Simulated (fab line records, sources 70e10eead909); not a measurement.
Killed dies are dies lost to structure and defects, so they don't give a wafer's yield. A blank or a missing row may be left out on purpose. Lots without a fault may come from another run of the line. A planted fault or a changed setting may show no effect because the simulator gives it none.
Chamber matching | flow nand_harc | NHARC_A_SGD_CUT_CMP_21 on cmp-01: 4 sister chambers
The step polishes, target thk 148.19 nm. 4 wafers are shown with their chamber, then 10 later ones without.

WAFERS WITH THEIR CHAMBER
wafer  | chamber | motor_current_A (A)
L081.5 | 3       | 13.1
L084.6 | 1       | 12.6
L085.1 | 2       | 10.8
L085.2 | 0       | 12.8

WAFERS WITHOUT THEIR CHAMBER
wafer  | motor_current_A (A)
L085.5 | 10.6
L089.2 | 12.9
L089.3 | 12.2
L089.4 | 12.1
L093.1 | 10.2
L093.4 | 12.3
L093.6 | 11.0
L097.1 | 12.3
L097.4 | 10.2
L097.5 | 12.6

WHICH CHAMBER EACH WENT THROUGH
wafer  | from the rows above          | in truth
L085.5 | 2                            | 2
L089.2 | can't be placed: 0 or 3 or 1 | 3
L089.3 | can't be placed: 1 or 0 or 3 | 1
L089.4 | can't be placed: 1 or 0 or 3 | 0
L093.1 | 2                            | 2
L093.4 | can't be placed: 1 or 0 or 3 | 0
L093.6 | 2                            | 2
L097.1 | can't be placed: 1 or 0 or 3 | 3
L097.4 | 2                            | 2
L097.5 | can't be placed: 1 or 0 or 3 | 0
Placed correctly: 4 of 10. Can't be placed from these rows: 6 (the true chamber is among the candidates in 6). Placed wrongly: 0.
How it was worked out, from the rows above alone: a wafer's distance from a chamber is the root of the sum, over the readings, of the square of ((its reading less the chamber's mean) divided by the reading's scatter). The wafer belongs to the nearest chamber; if the next one is less than 2 further off, it can't be placed. A chamber's mean is the mean of its shown wafers. The scatter: with one shown wafer a chamber, the root of the mean of the squares of how far each hidden wafer lies from its nearest shown one.
